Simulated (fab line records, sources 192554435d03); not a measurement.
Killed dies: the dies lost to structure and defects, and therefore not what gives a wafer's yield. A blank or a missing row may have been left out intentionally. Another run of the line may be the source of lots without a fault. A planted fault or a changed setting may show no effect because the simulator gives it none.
fab line records	flow n5_finfet
record: lots: 10	wafers: 30	last_day: 18
route steps=1938 shown BEOL_M8@1365 PASSIVATION@1936
lots untouched by any fault: they come from a run of this same line in which no faults occurred
start_h: hours from the record's opening day to when the first of the lot's shown wafers began	wait_h: time in hours since the lot's previous step	" as in the row above	L1.1+2: a single row standing in for several wafers	- value missing, or start not given	* or withheld: withheld	< > ~ a bound
route shown NAME@n: NAME is a module with steps in the file, n the number in the route of the first one	usual: mean/standard deviation taken from wafers without a fault	same: alike in all rows	chamber/n: place in a boat	sites: per-site readings	_std_site: the values' standard deviation	_edge_site: inner sites' mean taken away from outer sites' mean	radius_mm: for every site, how far away it sits from the centre of the wafer	mask NAME#n: copy n	behind: tool/chamber where the wafer was last shaped	hold: reason for holding the lot/hours on hold/outcome of the hold	device: the transistor (n, p or np) that didn't switch	end of line: the tests these same wafers got at the end of their route	where a step has no rows: the recipe by itself	killed: the dies lost at the first sort to structure and to defects; this is not the yield of the wafer	map: a wafer's dies, x killed, . not, _ none there
set.NAME: the setting that was run; set.NAME@STEP: the one run at that earlier step	model.NAME: the simulator's own value behind a step, which no gauge read
the route's steps for a sample of lots (tables are steps, rows are wafers)
services: a tool's chamber out of use, with start hour (start_h, from the record's first day; less than 0 if before it), hours out, and reason
== steps ==
step: N5_BEOL_M8_CD_MEAS_28
recipe: target_cd_nm: 40	landing_energy_ev: 500	detector: se_inlens
usual: cd_nm: 40.01/0.26
same: landing_energy_ev: 500
lot.wafer	tool	chamber	start_h	wait_h	cd_nm
L866.3	cd_sem-01	0	214.97	-	40.21
L866.4	"	0	"	"	40.37
L866.5	"	0	"	"	40.06
L874.1	cd_sem-01	0	275.19	-	39.71
L874.4	"	0	"	"	40.15
L874.5	"	0	"	"	39.82
L873.1	cd_sem-01	0	283.79	-	39.77
L873.2	"	0	"	"	39.98
L873.6	"	0	"	"	39.91
L875.3	cd_sem-02	0	301.97	-	39.93
L875.5	"	0	"	"	40.18
L875.6	"	0	"	"	39.95
L880.4	cd_sem-01	0	318.66	-	39.80
L880.5	"	0	"	"	40.11
L880.6	"	0	"	"	39.81
L879.2	cd_sem-02	0	325.53	-	39.98
L879.5	"	0	"	"	40.30
L879.6	"	0	"	"	39.69
L882.1	cd_sem-02	0	325.71	-	39.89
L882.2	"	0	"	"	39.57
L882.3	"	0	"	"	39.88
L887.2	cd_sem-02	0	346.04	-	40.23
L887.4	"	0	"	"	39.85
L887.6	"	0	"	"	39.99
L884.2	cd_sem-02	0	351.90	-	39.68
L884.5	"	0	"	"	40.05
L884.6	"	0	"	"	39.92
L888.1	cd_sem-02	0	364.78	-	40.41
L888.5	"	0	"	"	40.23
L888.6	"	0	"	"	40.43
step: N5_BEOL_M8_ETCH_72
recipe: chemistry: N2/H2	target: underlayer	target_depth_a: 65	mask_material: CAR-EUV	time_s: 5.2	ion_energy_ev: 200	pressure_mtorr: 30	source_w: 840	bias_w: 150	n2_flow_sccm: 200	h2_flow_sccm: 200	ends: cleared
usual: bias_w: 150.1/0.48	chamber_pressure_mTorr: 30.03/0.27	drypump_motor_current_A: 6.0/0.56	etch_rf_on_time_s: 5.24/0.16	oes_product_au: 0.64/0.065	rf_vpp_V: 523.3/2.4	showerhead_plenum_p_Torr: 2.52/0.073	throttle_valve_pct: 17.9/0.31
lot.wafer	tool	chamber	start_h	wait_h	bias_w	chamber_pressure_mTorr	drypump_motor_current_A	etch_rf_on_time_s	oes_product_au	rf_hours_counter_h	rf_vpp_V	showerhead_plenum_p_Torr	throttle_valve_pct
L866.3	rie_diel-05	2	215.21	0.0	149.9	29.99	6.3	5.32	0.59	209	523.5	2.53	18.4
L866.4	"	0	"	"	149.7	29.97	6.4	4.99	0.70	109	525.6	2.56	17.8
L866.5	"	2	"	"	149.8	30.04	6.2	5.33	0.61	-	523.5	2.53	18.4
L874.1	rie_diel-05	1	275.42	0.0	150.3	29.92	6.6	5.31	0.64	145	523.7	2.54	17.5
L874.4	"	3	"	"	150.7	29.99	5.5	5.25	0.70	78	521.4	2.47	17.8
L874.5	"	0	"	"	150.3	30.00	6.4	4.91	0.69	-	524.0	2.55	17.8
L873.1	rie_diel-05	3	284.22	0.0	150.8	29.98	5.4	5.28	0.69	81	522.8	2.47	17.8
L873.2	"	2	"	"	149.2	30.05	6.3	5.41	0.58	229	521.0	2.52	18.4
L873.6	"	2	"	"	149.7	30.06	6.3	5.38	0.58	-	521.8	2.52	18.4
L875.3	rie_diel-02	3	302.12	0.0	151.3	29.99	5.7	5.22	0.58	245	523.3	2.48	18.0
L875.5	"	1	"	"	150.5	29.96	6.7	5.25	0.66	-	529.0	2.65	17.4
L875.6	"	2	"	"	149.7	30.01	6.1	5.36	0.63	-	525.2	2.55	18.0
L880.4	rie_diel-05	1	318.82	0.0	-	-	-	-	-	-	-	-	-
L880.5	"	0	"	"	-	-	-	-	-	-	-	-	-
L880.6	"	1	"	"	-	-	-	-	-	-	-	-	-
L879.2	rie_diel-02	0	325.69	0.0	-	-	-	-	-	-	-	-	-
L879.5	"	0	"	"	-	-	-	-	-	-	-	-	-
L879.6	"	1	"	"	-	-	-	-	-	-	-	-	-
L882.1	rie_diel-06	1	325.90	0.0	-	-	-	-	-	-	-	-	-
L882.2	"	3	"	"	-	-	-	-	-	-	-	-	-
L882.3	"	0	"	"	-	-	-	-	-	-	-	-	-
L887.2	rie_diel-02	3	346.20	0.0	149.8	30.01	5.7	4.83	0.84	6	522.4	2.48	17.6
L887.4	"	1	"	"	150.2	29.94	6.7	5.19	0.65	140	526.3	2.64	17.5
L887.6	"	2	"	"	150.2	30.02	6.1	5.38	0.61	-	522.3	2.54	18.0
L884.2	rie_diel-06	1	352.14	0.0	150.5	30.00	5.5	5.34	0.56	247	519.6	2.40	18.4
L884.5	"	2	"	"	150.1	30.06	4.9	5.39	0.79	-	525.7	2.60	17.8
L884.6	"	1	"	"	149.5	30.04	5.5	5.30	0.56	-	520.5	2.40	18.4
L888.1	rie_diel-05	3	364.94	0.0	151.0	29.93	5.5	5.33	0.66	110	520.8	2.46	17.9
L888.5	"	1	"	"	151.1	30.02	6.7	5.38	0.60	-	523.7	2.53	17.6
L888.6	"	0	"	"	150.1	29.94	6.5	4.95	0.66	-	525.1	2.54	17.9
step: N5_BEOL_M8_STRIP_36
recipe: chemistry: N2/H2	power_w: 450	temp_c: 40	pressure_mtorr: 20	rf_frequency_hz: 6e+07	overash_fraction: 0.3	bias_power_w: 7	h2_frac: 0.5	n2_flow_sccm: 200	h2_flow_sccm: 200
usual: bias_power_w: 7.003/0.021	chamber_pressure_mTorr: 20.00/0.033	drypump_motor_current_A: 6.0/0.56	oes_product_au: 0.76/0.076	rf_vpp_V: 59.2/1.4	showerhead_plenum_p_Torr: 2.52/0.073	throttle_valve_pct: 23.6/0.39
lot.wafer	tool	chamber	start_h	wait_h	bias_power_w	chamber_pressure_mTorr	drypump_motor_current_A	oes_product_au	rf_hours_counter_h	rf_vpp_V	showerhead_plenum_p_Torr	throttle_valve_pct
L866.3	rie_diel-05	2	215.41	0.0	7.043	20.01	6.3	0.71	209	58.7	2.53	24.3
L866.4	"	0	"	"	6.996	19.98	6.5	0.81	109	60.1	2.56	23.6
L866.5	"	2	"	"	6.996	19.98	6.3	0.72	-	59.4	2.53	24.3
L874.1	rie_diel-05	1	275.62	0.0	7.032	19.99	6.7	0.74	145	58.4	2.53	23.2
L874.4	"	3	"	"	6.999	19.93	5.5	0.82	78	59.3	2.47	23.7
L874.5	"	0	"	"	7.021	19.98	6.4	0.79	-	62.1	2.55	23.5
L873.1	rie_diel-05	3	284.42	0.0	7.008	20.00	5.4	0.82	81	57.9	2.47	23.7
L873.2	"	2	"	"	6.995	19.98	6.3	0.69	229	58.6	2.52	24.3
L873.6	"	2	"	"	7.019	19.98	6.3	0.68	-	60.1	2.52	24.4
L875.3	rie_diel-02	3	302.32	0.0	7.000	20.02	5.7	0.68	245	56.2	2.48	23.7
L875.5	"	1	"	"	7.000	20.01	6.7	0.78	-	61.3	2.65	23.0
L875.6	"	2	"	"	7.009	20.02	6.1	0.74	-	60.4	2.54	23.7
L880.4	rie_diel-05	1	319.01	0.0	7.001	20.08	6.7	0.73	161	59.7	2.53	23.3
L880.5	"	0	"	"	7.033	20.07	6.5	0.77	-	60.5	2.54	23.6
L880.6	"	1	"	"	7.022	19.97	6.7	0.72	-	59.4	2.53	23.3
L879.2	rie_diel-02	0	325.89	0.0	7.008	20.00	5.7	0.75	194	60.1	2.51	23.5
L879.5	"	0	"	"	6.997	20.00	5.7	0.75	-	58.8	2.51	23.5
L879.6	"	1	"	"	7.058	20.05	6.8	0.77	-	59.9	2.64	23.0
L882.1	rie_diel-06	1	326.10	0.0	7.017	20.01	5.5	0.67	239	59.3	2.40	24.2
L882.2	"	3	"	"	6.997	19.98	5.0	0.69	226	57.7	2.42	23.3
L882.3	"	0	"	"	7.011	19.99	5.8	0.93	8	62.1	2.70	23.7
L887.2	rie_diel-02	3	346.40	0.0	7.005	20.05	5.7	0.97	6	59.2	2.48	23.3
L887.4	"	1	"	"	7.009	19.96	6.7	0.77	140	58.6	2.64	23.0
L887.6	"	2	"	"	7.015	19.95	6.1	0.74	-	59.5	2.54	23.8
L884.2	rie_diel-06	1	352.34	0.0	6.996	20.00	5.5	0.65	247	57.9	2.39	24.3
L884.5	"	2	"	"	6.974	20.00	4.9	0.95	-	58.0	2.60	23.6
L884.6	"	1	"	"	7.021	19.99	5.5	0.65	-	57.5	2.39	24.2
L888.1	rie_diel-05	3	365.13	0.0	7.008	20.00	5.5	0.78	110	58.1	2.45	23.7
L888.5	"	1	"	"	7.020	20.03	6.6	0.71	-	59.2	2.52	23.3
L888.6	"	0	"	"	7.022	20.03	6.4	0.77	-	61.7	2.53	23.6
step: N5_BEOL_M8_OCD_MEAS_38
usual: trench_depth_nm: 92.5/2
lot.wafer	tool	chamber	start_h	wait_h	trench_depth_nm
L866.3	ocd-02	-	215.61	-	91.0
L866.4	"	-	"	"	95.6
L866.5	"	-	"	"	91.7
L874.1	ocd-02	-	275.82	-	91.3
L874.4	"	-	"	"	95.0
L874.5	"	-	"	"	96.0
L873.1	ocd-01	-	284.61	-	91.7
L873.2	"	-	"	"	90.9
L873.6	"	-	"	"	90.8
L875.3	ocd-01	-	302.52	-	91.7
L875.5	"	-	"	"	92.2
L875.6	"	-	"	"	91.3
L880.4	ocd-02	-	319.21	-	91.1
L880.5	"	-	"	"	94.8
L880.6	"	-	"	"	90.5
L879.2	ocd-02	-	326.09	-	91.0
L879.5	"	-	"	"	93.4
L879.6	"	-	"	"	92.6
L882.1	ocd-01	-	326.30	-	92.5
L882.2	"	-	"	"	91.0
L882.3	"	-	"	"	94.3
L887.2	ocd-01	-	346.59	-	97.4
L887.4	"	-	"	"	93.2
L887.6	"	-	"	"	90.8
L884.2	ocd-01	-	352.54	-	90.9
L884.5	"	-	"	"	90.4
L884.6	"	-	"	"	90.8
L888.1	ocd-01	-	365.33	-	92.3
L888.5	"	-	"	"	91.6
L888.6	"	-	"	"	96.5
step: N5_PASSIVATION_PROBE_49
usual: defect_limited_yield: 91.4/1.5	killed_at_M0_to_M3: 33/11	killed_at_M4_up: 14/5.3	killed_at_contacts: 13/6.2	killed_at_front_end: 39/13	killed_at_other: 3.1/2.8	killed_dies: 102/17	killed_open: 68/13	killed_short: 32/7.8	sort_bin_4_leakage: 0.00/0.007	sort_bin_5_function: 5.1/0.95	sort_bin_6_memory: 3.2/0.7	sort_bin_8_speed: 0.02/0.16	sort_n_pass: 1078/18	sort_yield_pct: 91.3/1.5
same: gross_dies: 1180	killed_at_back_side: 0
lot.wafer	tool	chamber	start_h	wait_h	defect_limited_yield[%]	killed_at_M0_to_M3	killed_at_M4_up	killed_at_contacts	killed_at_front_end	killed_at_other	killed_dies	killed_open	killed_short	sort_bin_4_leakage[%]	sort_bin_5_function[%]	sort_bin_6_memory[%]	sort_bin_8_speed[%]	sort_n_pass	sort_yield_pct[%]
L875.3	prober-02	-	372.97	0.1	90.9	25	11	20	38	13	107	71	35	0	4.9	3.8	0	1073	90.9
L875.5	prober-02	-	373.07	0.2	90.6	29	29	11	33	9	111	77	34	0	5.6	3.4	0	1069	90.6
L875.6	prober-02	-	373.12	0.3	92.2	35	15	14	25	3	92	68	24	0	5.7	2.1	0	1088	92.2
L880.4	prober-02	-	388.78	0.2	89.8	29	8	20	53	10	120	75	42	0	5.4	4.4	0	1060	89.8
L880.5	prober-02	-	388.83	0.2	92.1	25	11	18	36	3	93	53	40	0	4.7	3.0	0	1087	92.1
L880.6	prober-02	-	388.88	0.3	90.3	38	12	16	47	1	114	77	37	0	5.7	3.6	0	1066	90.3
L882.1	prober-01	-	394.61	0.0	89.7	37	10	16	58	1	122	79	42	0	6.3	3.6	0	1058	89.7
L882.2	prober-01	-	394.66	0.1	90.6	25	21	14	49	2	111	73	38	0	5.9	3.0	0	1069	90.6
L882.3	prober-01	-	394.71	0.1	90.7	22	14	9	58	7	110	73	36	0	5.2	3.9	0	1070	90.7
killed by level:class
L875.3 MOL_CONTACT_COAG:geometric_particle:open=15 FIN_SAQP:geometric_particle:open=9 FIN_SAQP:geometric_particle:short=6 BEOL_M0_SAQP:geometric_particle:open=6 BEOL_M3:geometric_particle:open=6 STI_FIN_REVEAL:geometric_particle:open=5 DUMMY_GATE:geometric_particle:open=5 BEOL_M0_SAQP:geometric_particle:short=5
L875.5 BEOL_M4:geometric_particle:open=15 STI_FIN_REVEAL:geometric_particle:open=10 MOL_CONTACT_COAG:geometric_particle:open=8 BEOL_M2:geometric_particle:open=7 BEOL_M0_SAQP:geometric_particle:short=5 BEOL_M3:geometric_particle:open=5 BEOL_M0_SAQP:geometric_particle:open=4 BEOL_M5:geometric_particle:open=4
L875.6 BEOL_M3:geometric_particle:open=16 MOL_CONTACT_COAG:geometric_particle:open=12 BEOL_M4:geometric_particle:open=7 BEOL_M0_SAQP:geometric_particle:short=5 BEOL_M2:geometric_particle:open=5 STI_FIN_REVEAL:geometric_particle:open=4 DUMMY_GATE:geometric_particle:open=4 BEOL_M0:geometric_particle:open=4
L880.4 MOL_CONTACT_COAG:geometric_particle:open=18 STI_FIN_REVEAL:geometric_particle:open=14 FIN_SAQP:geometric_particle:short=11 BEOL_M2:geometric_particle:open=9 FIN_SAQP:geometric_particle:open=7 BEOL_M0_SAQP:geometric_particle:short=6 GATE_CUT:geometric_particle:short=5 STARTING-WAFER:geometric_particle:short=5
L880.5 MOL_CONTACT_COAG:geometric_particle:open=15 BEOL_M2:geometric_particle:open=10 FIN_SAQP:geometric_particle:short=9 FIN_SAQP:geometric_particle:open=7 GATE_CUT:geometric_particle:short=7 BEOL_M4:geometric_particle:short=5 BEOL_M0_SAQP:geometric_particle:short=4 MOL_CONTACT_COAG:geometric_particle:short=3
L880.6 MOL_CONTACT_COAG:geometric_particle:open=13 DUMMY_GATE:geometric_particle:open=10 BEOL_M4:geometric_particle:open=10 BEOL_M0_SAQP:geometric_particle:short=10 BEOL_M2:geometric_particle:open=9 FIN_SAQP:geometric_particle:short=8 FIN_SAQP:geometric_particle:open=7 BEOL_M0_SAQP:geometric_particle:open=7
L882.1 FIN_SAQP:geometric_particle:open=16 MOL_CONTACT_COAG:geometric_particle:open=13 BEOL_M0_SAQP:geometric_particle:open=10 BEOL_M0:geometric_particle:open=10 GATE_CUT:geometric_particle:short=8 FIN_SAQP:geometric_particle:short=7 STI_FIN_REVEAL:geometric_particle:open=7 BEOL_M1:geometric_particle:short=5
L882.2 MOL_CONTACT_COAG:geometric_particle:open=11 BEOL_M0_SAQP:geometric_particle:short=11 BEOL_M4:geometric_particle:open=10 FIN_SAQP:geometric_particle:open=8 GATE_CUT:geometric_particle:short=8 BEOL_M0_SAQP:geometric_particle:open=8 DUMMY_GATE:geometric_particle:open=7 STI_FIN_REVEAL:geometric_particle:open=5
L882.3 FIN_SAQP:geometric_particle:open=17 FIN_SAQP:geometric_particle:short=9 BEOL_M0_SAQP:geometric_particle:short=9 BEOL_M4:geometric_particle:open=9 MOL_CONTACT_COAG:geometric_particle:open=8 GATE_CUT:geometric_particle:open=7 STI_FIN_REVEAL:geometric_particle:open=5 ILD0:geometric_particle:open=5
== services ==
tool	chamber	start_h	hours	kind
rie_diel-02	-	212.23	1.0	repair
rie_diel-06	-	227.77	0.4	repair
rie_diel-05	3	229.94	6.9	repair
rie_diel-05	2	235.44	7.4	repair
rie_diel-05	-	260.09	1.4	repair
rie_diel-06	0	287.51	-	clean
rie_diel-06	0	287.51	-	consumable_replace:focus_ring
rie_diel-06	0	287.51	-	consumable_replace:showerhead
rie_diel-06	0	287.51	16.2	scheduled_down
rie_diel-06	0	287.51	16.2	vent_cycle
rie_diel-02	0	294.09	10.7	repair
rie_diel-06	2	303.85	-	clean
rie_diel-06	2	303.85	-	consumable_replace:focus_ring
rie_diel-06	2	303.85	30.6	scheduled_down
rie_diel-06	2	303.85	30.6	vent_cycle
rie_diel-06	1	306.01	2.9	repair
rie_diel-02	3	315.16	-	clean
rie_diel-02	3	315.16	-	consumable_replace:focus_ring
rie_diel-02	3	315.16	17.9	scheduled_down
rie_diel-02	3	315.16	17.9	vent_cycle
rie_diel-05	2	344.72	-	clean
rie_diel-05	2	344.72	-	consumable_replace:focus_ring
rie_diel-05	2	344.72	15.0	scheduled_down
rie_diel-05	2	344.72	15.0	vent_cycle
== key ==
first_sign: step: N5_BEOL_M8_ETCH_72	reading: tool_record	direction: missing
effect none on later readings
met_at N5_BEOL_M8_ETCH_72
struck_lots L879,L880,L882
not_acting_at N5_BEOL_M8_CD_MEAS_28,N5_BEOL_M8_STRIP_36,N5_BEOL_M8_OCD_MEAS_38
onset_between 302.12 318.82
fault: kind: skipped_step_whole	tool: rie_diel-02,rie_diel-05,rie_diel-06	chamber: -	onset_h: 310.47	steps: N5_BEOL_M8_ETCH_72	scope: struck_lots_only
